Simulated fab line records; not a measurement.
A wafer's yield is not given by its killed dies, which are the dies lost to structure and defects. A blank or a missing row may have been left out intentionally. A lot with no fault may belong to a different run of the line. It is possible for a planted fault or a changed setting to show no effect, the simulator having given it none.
fab line records    flow n5Finfet
record lots=7  wafers=21
route steps=1938 shown BEOL_M2@879 BEOL_M3@938 BEOL_M5@1160 BEOL_M7@1308 BEOL_M8@1362
startH: the number of hours between the record's first day and the start of the first shown wafer of the lot    waitH: time in hours since the lot's previous step    " identical to the entry in the row above    L1.1+2: a row that stands for several wafers    - either no value or no given start    * or withheld: withheld    < > ~ a bound
route shown NAME@n: NAME is a module with steps in the file, n the number in the route of the first one    usual: mean/standard deviation of fault-free wafers    same: alike in all rows    chamber/n: place in a boat    sites: per-site readings    _std_site: how widely they spread, as a standard deviation    _edge_site: outer sites' mean less inner sites'    radiusMm: for every site, how far away it sits from the centre of the wafer    mask NAME#n: copy n    behind: the last tool/chamber to shape the wafer    hold: why the lot was held/for how many hours/how that ended    device: which transistor (n, p or np) failed to switch    end of line: the same wafers' tests at the end of the route    a step with no rows: only its recipe    killed: at the first sort, the dies lost to defects and structure; wafer yield is something else    map: shows each die of a wafer: x if killed, . if not, _ if none is there
set.NAME: the run value of the setting; set.NAME@STEP: its run value at that earlier step    model.NAME: the simulator's own value behind a step, which no gauge read
lots run with intentionally changed settings; tables by step, rows by wafer
## steps
# step N5_BEOL_M2_DESCUM_33
# recipe chemistry=O2  timeS=7  sourcePowerW=50  biasPowerW=20  pressureMtorr=20  rfFrequencyHz=2.712e+07  tempC=40  resist=CAR-EUV  o2FlowSccm=225
lot.wafer   tool        chamber  startH  waitH  set.timeS  model.CAR-EUV_of_BEOL_M2_COAT_22.thkNm
L076.1+3    rieDiel-06  0,2      154.64  0.0    7.872      25.8
L076.5      "           2        "       "      7          26.2
L078.4      rieDiel-05  1        157.87  0.1    7          26
L078.5+6    "           2,3      "       "      7          26.2
L080.2+6    rieDiel-05  1        174.75  0.0    7          26
L080.4      "           0        "       "      5.965      26.6
L081.4+5+6  rieDiel-05  0,0,3    182.06  0.4    7          26
L084.1+4+6  rieDiel-01  1,1,0    191.90  0.0    6.175      26.4
L086.2+6    rieDiel-06  0        217.88  0.0    8.526      25.4
L086.5      "           3        "       "      7          26.2
L092.2+4    rieDiel-06  0        242.68  0.0    7          26
L092.3      "           1        "       "      5.934      26.6
# step N5_BEOL_M2_ETCH_77
# recipe chemistry=N2/H2  target=underlayer  targetDepthA=65  maskMaterial=CAR-EUV  timeS=5.2  ionEnergyEv=200  pressureMtorr=30  sourceW=840  biasW=150  n2FlowSccm=200  h2FlowSccm=200  ends=cleared
lot.wafer   tool        chamber  startH  waitH  set.timeS@BEOL_M2_DESCUM_33  model.CAR-EUV_of_BEOL_M2_COAT_22.thkNm
L076.1      rieDiel-06  0        154.68  0.0    7.872                        19.8
L076.3      "           2        "       "      7.872                        20
L076.5      "           2        "       "      7                            20.4
L078.4+5+6  rieDiel-05  1,2,3    157.90  0.0    7                            20.4
L080.2+6    rieDiel-05  1        174.79  0.0    7                            20.2
L080.4      "           0        "       "      5.965                        20.8
L081.4+5+6  rieDiel-05  0,0,3    182.09  0.0    7                            20.2
L084.1+4+6  rieDiel-01  1,1,0    191.94  0.0    6.175                        20.6
L086.2+6    rieDiel-06  0        217.93  0.0    8.526                        19.6
L086.5      "           3        "       "      7                            20.4
L092.2+4    rieDiel-06  0        242.71  0.0    7                            20.2
L092.3      "           1        "       "      5.934                        21
# step N5_BEOL_M2_ETCH_69
# recipe chemistry=CF4  target=SiARC  targetDepthA=156  maskMaterial=CAR-EUV  timeS=26  ionEnergyEv=80  pressureMtorr=40  sourceW=545  biasW=36  Ar_flow_sccm=100  cf4FlowSccm=100  ends=cleared
lot.wafer   tool        chamber  startH  waitH  set.timeS@BEOL_M2_DESCUM_33  model.CAR-EUV_of_BEOL_M2_COAT_22.thkNm
L076.1      rieDiel-06  0        154.69  0.0    7.872                        10.6
L076.3      "           2        "       "      7.872                        10.8
L076.5      "           2        "       "      7                            11.2
L078.4+5+6  rieDiel-05  1,2,3    157.93  0.0    7                            11.2
L080.2+6    rieDiel-05  1        174.80  0.0    7                            11
L080.4      "           0        "       "      5.965                        11.6
L081.4+5+6  rieDiel-05  0,0,3    182.11  0.0    7                            11
L084.1+4+6  rieDiel-01  1,1,0    191.96  0.0    6.175                        11.4
L086.2+6    rieDiel-06  0        217.95  0.0    8.526                        10.2
L086.5      "           3        "       "      7                            11.2
L092.2      rieDiel-06  0        242.73  0.0    7                            10.8
L092.3      "           1        "       "      5.934                        11.6
L092.4      "           0        "       "      7                            11
# step N5_BEOL_M2_ALD_98
# recipe material=SiO2  targetThkA=25  tempC=100  aldPrecursorFamily=BDEAS  aldCoReactant=O2-plasma  pulseTimeS=1  coReactantPulseTimeS=1  purgeTimeS=2  coReactantPurgeTimeS=2  aldCycles=17  pressureTorr=2
# step N5_BEOL_M2_ETCHBACK_99
# recipe chemistry=CHF3  target=SiO2  targetDepthA=50  timeS=10.4  sourceW=215  biasW=47  Ar_flow_sccm=200  CHF3_flow_sccm=12  ionEnergyEv=100  pressureMtorr=30
lot.wafer   tool        chamber  startH  waitH  set.timeS@BEOL_M2_DESCUM_33  model.CAR-EUV_of_BEOL_M2_COAT_22.thkNm
L076.1+3    rieDiel-05  2,1      154.90  0.1    7.872                        10
L076.5      "           1        "       "      7                            10.4
L078.4+6    rieDiel-06  1,3      166.62  7.4    7                            10.4
L078.5      "           0        "       "      7                            10.6
L080.2+6    rieDiel-05  2,0      175.69  0.7    7                            10.2
L080.4      "           1        "       "      5.965                        10.8
L081.4+5+6  rieDiel-05  3,2,3    184.97  2.7    7                            10.2
L084.1      rieDiel-05  1        193.53  1.0    6.175                        10.6
L084.4+6    "           0,2      "       "      6.175                        10.8
L086.2+6    rieDiel-06  0,3      219.42  1.3    8.526                        9.6
L086.5      "           0        "       "      7                            10.4
L092.2+4    rieDiel-01  2,3      246.20  2.4    7                            10.2
L092.3      "           1        "       "      5.934                        11
# step N5_BEOL_M2_VIA_ETCH_34
# recipe chemistry=C4F6/O2  targetDepthA=694  maskMaterial=SOC  pressureMtorr=15  ionEnergyEv=250  taperDeg=4  timeS=65.9  sourceW=350  biasW=170  Ar_flow_sccm=300  C4F6_flow_sccm=10  O2_flow_sccm=10
lot.wafer  tool        chamber  startH  waitH  set.timeS  model.etch.depthNm  model.SOC_of_BEOL_M2_COAT_67.thkNm
L076.1     rieDiel-05  2        155.04  0.0    65.9       70.19               51.8
L076.3     "           1        "       "      60.54      65.44               52.2
L076.5     "           1        "       "      60.54      65.69               52.4
L078.4     rieDiel-06  1        166.77  0.0    65.9       65.36               52.2
L078.5     "           0        "       "      65.9       68.64               51.8
L078.6     "           3        "       "      65.9       70.04               51.8
L080.2     rieDiel-05  2        175.83  0.0    54.51      57.44               53.2
L080.4     "           1        "       "      65.9       70.47               51.6
L080.6     "           0        "       "      65.9       66.58               52
L081.4     rieDiel-05  3        185.12  0.0    53.46      55.25               53.6
L081.5     "           2        "       "      65.9       69.35               51.8
L081.6     "           3        "       "      53.46      55.15               53.6
L084.1     rieDiel-05  1        193.67  0.0    56.22      60.37               52.6
L084.4     "           0        "       "      65.9       66.48               52
L084.6     "           2        "       "      65.9       69.33               51.6
L086.2     rieDiel-06  0        219.64  0.0    54.72      56.27               53.8
L086.5     "           0        "       "      65.9       67.03               52.2
L086.6     "           3        "       "      65.9       68.75               52
L092.2     rieDiel-01  2        246.34  0.0    65.9       68.02               52
L092.3     "           1        "       "      65.9       67.7                52.4
L092.4     "           3        "       "      65.9       70.71               52
# step N5_BEOL_M3_COAT_05
# recipe resist=CAR-EUV  spinRpm=1500  resistThkNm=30
lot.wafer   tool           chamber  startH  waitH  set.spinRpm  model.CAR-EUV_of_BEOL_M3_COAT_05.thkNm
L076.1      lithoTrack-05  0        -       -      1617         28.8
L076.3+5    "              0        "       "      1500         30
L078.4+5+6  lithoTrack-05  0        -       -      1500         30
L080.2+4    lithoTrack-01  0        -       -      1500         30
L080.6      "              0        "       "      1500         29.8
L081.4+5+6  lithoTrack-01  0        -       -      1500         30
L084.1+4+6  lithoTrack-05  0        -       -      1500         30
L086.2+5    lithoTrack-01  0        -       -      1657         28.4
L086.6      "              0        "       "      1500         29.8
L092.2+3    lithoTrack-01  0        -       -      1369         31.4
L092.4      "              0        "       "      1500         30
# step N5_BEOL_M3_EBR_07
# recipe solvent=PGMEA  ebrWidthMm=1.5
# step N5_BEOL_M3_SOFTBAKE_06
# recipe tempC=110  timeS=60  resist=CAR-EUV
# step N5_BEOL_M3_EXPOSE_08
# recipe maskId=M3  na=0.33  sourceShape=dipole  sigmaInner=0.369  sigmaOuter=0.767  polarization=unpolarized  doseMj=33
# step N5_BEOL_M3_PEB_09
# recipe pebTempC=100  pebTimeS=60  resist=CAR-EUV
# step N5_BEOL_M3_DEVELOP_10
# recipe developTimeS=30  developer=TMAH  resist=CAR-EUV  rinseLiquid=surfactantRinse  dry=airSpin  devTempC=23
lot.wafer   tool           chamber  startH  waitH  set.spinRpm@BEOL_M3_COAT_05  model.CAR-EUV_of_BEOL_M3_COAT_05.thkNm
L076.1      lithoTrack-04  0        -       -      1617                         28.4
L076.3+5    "              0        "       "      1500                         29.4
L078.4+5+6  lithoTrack-05  0        -       -      1500                         29.6
L080.2+4+6  lithoTrack-04  0        -       -      1500                         29.4
L081.4+6    lithoTrack-01  0        -       -      1500                         29.4
L081.5      "              0        "       "      1500                         29.6
L084.1+4+6  lithoTrack-01  0        -       -      1500                         29.6
L086.2+5    lithoTrack-04  0        -       -      1657                         28
L086.6      "              0        "       "      1500                         29.4
L092.2+3    lithoTrack-04  0        -       -      1369                         31
L092.4      "              0        "       "      1500                         29.6
# step N5_BEOL_M3_DESCUM_16
# recipe chemistry=O2  timeS=7  sourcePowerW=50  biasPowerW=20  pressureMtorr=20  rfFrequencyHz=2.712e+07  tempC=40  resist=CAR-EUV  o2FlowSccm=225
lot.wafer   tool        chamber  startH  waitH  set.spinRpm@BEOL_M3_COAT_05  model.CAR-EUV_of_BEOL_M3_COAT_05.thkNm
L076.1      rieDiel-03  3        163.05  0.0    1617                         25
L076.3+5    "           1,3      "       "      1500                         26
L078.4+5+6  rieDiel-04  1,2,3    173.65  0.0    1500                         26.2
L080.2+4+6  rieDiel-04  3,0,0    182.57  0.0    1500                         26
L081.4+5+6  rieDiel-03  1,0,3    194.65  0.0    1500                         26
L084.1+4    rieDiel-04  0,2      203.47  0.0    1500                         26
L084.6      "           2        "       "      1500                         26.2
L086.2+5    rieDiel-04  2,1      226.30  0.1    1657                         24.4
L086.6      "           2        "       "      1500                         26
L092.2+3    rieDiel-02  2,3      253.65  0.1    1369                         27.6
L092.4      "           0        "       "      1500                         26
# step N5_BEOL_M5_TRENCH_ETCH_37
# recipe chemistry=C4F6/O2  targetDepthA=716.52  target=SiCOH_lowk  timeS=24.7  ionEnergyEv=250  pressureMtorr=30  sourceW=345  biasW=185  Ar_flow_sccm=300  C4F6_flow_sccm=10  O2_flow_sccm=10
lot.wafer  tool        chamber  startH  waitH  set.timeS  model.etch.depthNm  model.BEOL_M5.featureDepthNm
L076.1     rieDiel-04  0        -       -      21.85      62.91               63
L076.3     "           1        "       "      24.7       72.17               72.2
L076.5     "           0        "       "      24.7       70.77               70.8
L078.4     rieDiel-03  1        -       -      24.7       69.48               69.4
L078.5     "           2        "       "      24.7       70.04               70
L078.6     "           3        "       "      24.7       71.93               72
L080.2     rieDiel-04  0        -       -      27.86      79.4                79.4
L080.4     "           3        "       "      27.86      81.4                81.4
L080.6     "           1        "       "      24.7       72.17               72.2
L081.4     rieDiel-04  3        -       -      21.61      62.04               62
L081.5     "           2        "       "      21.61      60.6                60.6
L081.6     "           1        "       "      24.7       71.44               71.4
L084.1     rieDiel-04  2        -       -      24.7       69.91               70
L084.4     "           3        "       "      27.78      80.19               80.2
L084.6     "           1        "       "      24.7       71.02               71
L086.2     rieDiel-03  0        -       -      26.41      78.65               78.6
L086.5     "           0        "       "      24.7       72.65               72.6
L086.6     "           1        "       "      26.41      74.86               74.8
L092.2     rieDiel-02  3        -       -      24.7       72.87               72.8
L092.3     "           2        "       "      24.7       72.46               72.4
L092.4     "           1        "       "      24.7       69.13               69.2
# step N5_BEOL_M5_ETCH_41
# recipe chemistry=CH3F/O2  target=SiCN  targetDepthA=315  taperDeg=2  timeS=56.7  ionEnergyEv=120  maskMaterial=TiN  pressureMtorr=30  sourceW=395  biasW=75  Ar_flow_sccm=150  CH3F_flow_sccm=30  O2_flow_sccm=20
# usual rfVppV=297.1/1.5
lot.wafer  tool        chamber  startH  waitH  set.sourceW  rfVppV
L076.1     rieDiel-04  0        -       -      395          294.2
L076.3     "           1        "       "      395          295.8
L076.5     "           0        "       "      395          292.5
L078.4     rieDiel-03  1        -       -      395          297.4
L078.5     "           2        "       "      395          295.2
L078.6     "           3        "       "      395          297.0
L080.2     rieDiel-04  0        -       -      340.1        308.3
L080.4     "           3        "       "      395          296.9
L080.6     "           1        "       "      340.1        309.1
L081.4     rieDiel-04  3        -       -      443.8        286.7
L081.5     "           2        "       "      443.8        287.3
L081.6     "           1        "       "      395          296.0
L084.1     rieDiel-04  2        -       -      455          282.9
L084.4     "           3        "       "      455          283.0
L084.6     "           1        "       "      395          294.3
L086.2     rieDiel-03  0        -       -      436.9        286.2
L086.5     "           0        "       "      436.9        287.9
L086.6     "           1        "       "      395          297.8
L092.2     rieDiel-02  3        -       -      395          296.0
L092.3     "           2        "       "      395          297.0
L092.4     "           1        "       "      362.8        306.7
# step N5_BEOL_M5_STRIP_91
# recipe chemistry=N2/H2  timeS=10  powerW=450  tempC=40  pressureMtorr=20  rfFrequencyHz=6e+07  biasPowerW=7  n2FlowSccm=200  h2FlowSccm=200
# step N5_BEOL_M5_OCD_MEAS_38
# usual trenchDepthNm=71.1/1.4
lot.wafer  tool    chamber  startH  waitH  set.timeS@BEOL_M5_TRENCH_ETCH_37  trenchDepthNm
L076.1     ocd-01  -        195.36  -      21.85                             63.1
L076.3     "       -        "       "      24.7                              72.6
L076.5     "       -        "       "      24.7                              70.9
L078.4     ocd-02  -        205.30  -      24.7                              69.6
L078.5     "       -        "       "      24.7                              70.1
L078.6     "       -        "       "      24.7                              72.1
L080.2     ocd-01  -        205.78  -      27.86                             78.9
L080.4     "       -        "       "      27.86                             81.4
L080.6     "       -        "       "      24.7                              72.4
L081.4     ocd-02  -        228.90  -      21.61                             61.9
L081.5     "       -        "       "      21.61                             60.6
L081.6     "       -        "       "      24.7                              71.1
L084.1     ocd-02  -        235.45  -      24.7                              70.0
L084.4     "       -        "       "      27.78                             80.4
L084.6     "       -        "       "      24.7                              71.3
L086.2     ocd-02  -        262.26  -      26.41                             78.9
L086.5     "       -        "       "      24.7                              72.7
L086.6     "       -        "       "      26.41                             75.0
L092.2     ocd-01  -        278.39  -      24.7                              72.5
L092.3     "       -        "       "      24.7                              72.4
L092.4     "       -        "       "      24.7                              68.8
# step N5_BEOL_M7_TRENCH_ETCH_37
# recipe chemistry=C4F6/O2  targetDepthA=934.78  target=SiCOH_lowk  timeS=31.2  ionEnergyEv=250  pressureMtorr=30  sourceW=345  biasW=185  Ar_flow_sccm=300  C4F6_flow_sccm=10  O2_flow_sccm=10
# usual rfVppV=667/11
lot.wafer  tool        chamber  startH  waitH  set.sourceW  rfVppV  model.etch.depthNm  model.BEOL_M7.featureDepthNm
L076.1     rieDiel-04  2        -       -      345          668     90.91               91
L076.3     "           0        "       "      383.7        606     95.55               95.6
L076.5     "           3        "       "      345          668     93.89               93.8
L080.2     rieDiel-04  2        -       -      345          668     91.95               92
L080.4     "           2        "       "      390.8        627     97.66               97.6
L080.6     "           3        "       "      390.8        625     98.83               98.8
L078.4     rieDiel-02  3        -       -      345          673     94.4                94.4
L078.5     "           2        "       "      345          665     94.72               94.8
L078.6     "           1        "       "      345          674     90.3                90.2
L081.4     rieDiel-03  2        -       -      345          674     91.56               91.6
L081.5     "           1        "       "      404.9        625     98.07               98
L081.6     "           3        "       "      404.9        615     99.24               99.2
L084.1     rieDiel-03  1        -       -      345          678     91.86               91.8
L084.4     "           3        "       "      345          668     93.06               93
L084.6     "           3        "       "      345          667     92.43               92.4
L086.2     rieDiel-02  3        -       -      345          672     94.24               94.2
L086.5     "           3        "       "      345          673     94.35               94.4
L086.6     "           2        "       "      345          665     94.38               94.4
L092.2     rieDiel-04  2        -       -      325.9        688     89.1                89
L092.3     "           0        "       "      345          639     91.73               91.8
L092.4     "           3        "       "      325.9        684     91.39               91.4
# step N5_BEOL_M8_EXPOSE_25
# recipe maskId=V7  na=0.33  sourceShape=annular  sigmaInner=0.4  sigmaOuter=0.8  polarization=unpolarized  targetCdNm=40  doseMj=42.5
lot.wafer   tool           chamber  startH  waitH  mask  set.doseMj
L076.1+3+5  euvScanner-02  0        228.17  -      V7#0  42.5
L080.2+6    euvScanner-01  0        234.44  -      V7#0  39.38
L080.4      "              0        "       "      V7#0  42.5
L078.4+5+6  euvScanner-01  0        234.50  -      V7#0  42.5
L081.4+5+6  euvScanner-01  0        261.09  -      V7#0  42.5
L084.1+4    euvScanner-02  0        261.27  -      V7#0  40.76
L084.6      "              0        "       "      V7#0  42.5
L086.2+5+6  euvScanner-02  0        289.40  -      V7#0  42.5
L092.2+4    euvScanner-02  0        311.09  -      V7#0  42.5
L092.3      "              0        "       "      V7#0  40.99
# step N5_BEOL_M8_PEB_26
# recipe pebTempC=100  pebTimeS=60  resist=CAR-EUV
# step N5_BEOL_M8_DEVELOP_27
# recipe developTimeS=30  developer=TMAH  resist=CAR-EUV  rinseLiquid=surfactantRinse  dry=airSpin  devTempC=23
# step N5_BEOL_M8_CD_MEAS_28
# recipe targetCdNm=40  landingEnergyEv=500  detector=seInlens
# usual cdNm=40.00/0.24
lot.wafer  tool      chamber  startH  waitH  set.doseMj@BEOL_M8_EXPOSE_25  cdNm
L076.1     cdSem-01  0        228.30  -      42.5                          40.52
L076.3     "         0        "       "      42.5                          39.67
L076.5     "         0        "       "      42.5                          39.86
L080.2     cdSem-02  0        234.57  -      39.38                         38.63
L080.4     "         0        "       "      42.5                          40.28
L080.6     "         0        "       "      39.38                         38.65
L078.4     cdSem-01  0        234.62  -      42.5                          39.86
L078.5     "         0        "       "      42.5                          40.02
L078.6     "         0        "       "      42.5                          39.78
L081.4     cdSem-02  0        261.20  -      42.5                          39.74
L081.5     "         0        "       "      42.5                          40.04
L081.6     "         0        "       "      42.5                          39.78
L084.1     cdSem-02  0        261.40  -      40.76                         39.38
L084.4     "         0        "       "      40.76                         39.05
L084.6     "         0        "       "      42.5                          39.99
L086.2     cdSem-02  0        289.53  -      42.5                          39.88
L086.5     "         0        "       "      42.5                          39.66
L086.6     "         0        "       "      42.5                          39.88
L092.2     cdSem-03  0        311.21  -      42.5                          39.97
L092.3     "         0        "       "      40.99                         39.45
L092.4     "         0        "       "      42.5                          40.73
# step N5_BEOL_M8_DESCUM_33
# recipe chemistry=O2  timeS=7  sourcePowerW=50  biasPowerW=20  pressureMtorr=20  rfFrequencyHz=2.712e+07  tempC=40  resist=CAR-EUV  o2FlowSccm=225
lot.wafer   tool        chamber  startH  waitH  set.doseMj@BEOL_M8_EXPOSE_25  model.BEOL_M8.cdNm
L076.1+5    rieDiel-01  3,0      228.47  0.1    42.5                          40
L076.3      "           2        "       "      42.5                          39.8
L080.2+6    rieDiel-01  3,0      234.88  0.2    39.38                         38.6
L080.4      "           2        "       "      42.5                          40.2
L078.4      rieDiel-05  3        234.96  0.3    42.5                          40
L078.5+6    "           0,1      "       "      42.5                          39.8
L081.4      rieDiel-06  1        261.50  0.2    42.5                          39.6
L081.5+6    "           1,0      "       "      42.5                          39.8
L084.1      rieDiel-01  3        261.76  0.3    40.76                         39
L084.4      "           0        "       "      40.76                         39.2
L084.6      "           3        "       "      42.5                          40
L086.2+5+6  rieDiel-01  1,3,2    289.65  0.0    42.5                          40
L092.2      rieDiel-05  0        311.33  0.0    42.5                          39.8
L092.3      "           1        "       "      40.99                         39.2
L092.4      "           2        "       "      42.5                          40.4
# step N5_BEOL_M8_ETCH_65
# recipe chemistry=CF4  target=SiARC  targetDepthA=156  maskMaterial=CAR-EUV  timeS=26  ionEnergyEv=80  pressureMtorr=40  sourceW=545  biasW=36  Ar_flow_sccm=100  cf4FlowSccm=100  ends=cleared
# usual etchRfOnTimeS=25.9/0.67  rfVppV=184.0/1.1
lot.wafer  tool        chamber  startH  waitH  set.sourceW  etchRfOnTimeS  rfVppV
L076.1     rieDiel-01  3        228.52  0.0    545          25.0           184.2
L076.3     "           2        "       "      545          26.4           183.9
L076.5     "           0        "       "      545          25.4           184.9
L080.2     rieDiel-01  3        234.93  0.0    509.2        26.5           189.4
L080.4     "           2        "       "      545          26.0           184.2
L080.6     "           0        "       "      509.2        27.0           189.2
L078.4     rieDiel-05  3        235.01  0.0    545          26.5           182.4
L078.5     "           0        "       "      545          27.2           184.4
L078.6     "           1        "       "      545          25.2           182.1
L081.4     rieDiel-06  1        261.55  0.0    545          26.7           185.3
L081.5     "           1        "       "      545          26.8           185.5
L081.6     "           0        "       "      493.2        28.6           189.6
L084.1     rieDiel-01  3        261.81  0.0    545          24.9           182.9
L084.4     "           0        "       "      642.4        21.7           176.9
L084.6     "           3        "       "      545          24.5           183.0
L086.2     rieDiel-01  1        289.70  0.0    606.4        24.2           176.5
L086.5     "           3        "       "      606.4        23.0           178.7
L086.6     "           2        "       "      545          26.3           183.0
L092.2     rieDiel-05  0        311.38  0.0    463          29.0           195.8
L092.3     "           1        "       "      463          29.0           195.1
L092.4     "           2        "       "      545          26.5           184.7
## key
split step=N5_BEOL_M2_DESCUM_33  setting=timeS  stated=7  by=wafer
response step=N5_BEOL_M2_DESCUM_33  reading=model.CAR-EUV_of_BEOL_M2_COAT_22.thkNm  change=-0.0374  per=1%  r=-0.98
response step=N5_BEOL_M2_ETCH_77  reading=model.CAR-EUV_of_BEOL_M2_COAT_22.thkNm  change=-0.0414  per=1%  r=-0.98
response step=N5_BEOL_M2_ETCH_69  reading=model.CAR-EUV_of_BEOL_M2_COAT_22.thkNm  change=-0.044  per=1%  r=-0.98
response step=N5_BEOL_M2_ETCHBACK_99  reading=model.CAR-EUV_of_BEOL_M2_COAT_22.thkNm  change=-0.0402  per=1%  r=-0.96
split step=N5_BEOL_M2_VIA_ETCH_34  setting=timeS  stated=65.9  by=wafer
response step=N5_BEOL_M2_VIA_ETCH_34  reading=model.etch.depthNm  change=+0.657  per=1%  r=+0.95
response step=N5_BEOL_M2_VIA_ETCH_34  reading=model.SOC_of_BEOL_M2_COAT_67.thkNm  change=-0.084  per=1%  r=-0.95
split step=N5_BEOL_M3_COAT_05  setting=spinRpm  stated=1500  by=wafer
response step=N5_BEOL_M3_COAT_05  reading=model.CAR-EUV_of_BEOL_M3_COAT_05.thkNm  change=-0.147  per=1%  r=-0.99
response step=N5_BEOL_M3_DEVELOP_10  reading=model.CAR-EUV_of_BEOL_M3_COAT_05.thkNm  change=-0.141  per=1%  r=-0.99
response step=N5_BEOL_M3_DESCUM_16  reading=model.CAR-EUV_of_BEOL_M3_COAT_05.thkNm  change=-0.156  per=1%  r=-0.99
split step=N5_BEOL_M5_TRENCH_ETCH_37  setting=timeS  stated=24.7  by=wafer
response step=N5_BEOL_M5_TRENCH_ETCH_37  reading=model.etch.depthNm  change=+0.731  per=1%  r=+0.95
response step=N5_BEOL_M5_TRENCH_ETCH_37  reading=model.BEOL_M5.featureDepthNm  change=+0.729  per=1%  r=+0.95
response step=N5_BEOL_M5_OCD_MEAS_38  reading=trenchDepthNm  change=+0.721  per=1%  r=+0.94
split step=N5_BEOL_M5_ETCH_41  setting=sourceW  stated=395  by=wafer
response step=N5_BEOL_M5_ETCH_41  reading=rfVppV  change=-0.852  per=1%  r=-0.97
split step=N5_BEOL_M7_TRENCH_ETCH_37  setting=sourceW  stated=345  by=wafer
response step=N5_BEOL_M7_TRENCH_ETCH_37  reading=rfVppV  change=-3.84  per=1%  r=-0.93
response step=N5_BEOL_M7_TRENCH_ETCH_37  reading=model.etch.depthNm  change=+0.395  per=1%  r=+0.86
response step=N5_BEOL_M7_TRENCH_ETCH_37  reading=model.BEOL_M7.featureDepthNm  change=+0.392  per=1%  r=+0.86
split step=N5_BEOL_M8_EXPOSE_25  setting=doseMj  stated=42.5  by=wafer
response step=N5_BEOL_M8_CD_MEAS_28  reading=cdNm  change=+0.221  per=1%  r=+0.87
response step=N5_BEOL_M8_DESCUM_33  reading=model.BEOL_M8.cdNm  change=+0.224  per=1%  r=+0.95
split step=N5_BEOL_M8_ETCH_65  setting=sourceW  stated=545  by=wafer
response step=N5_BEOL_M8_ETCH_65  reading=etchRfOnTimeS  change=*  per=1%  r=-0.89
response step=N5_BEOL_M8_ETCH_65  reading=rfVppV  change=-0.501  per=1%  r=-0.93
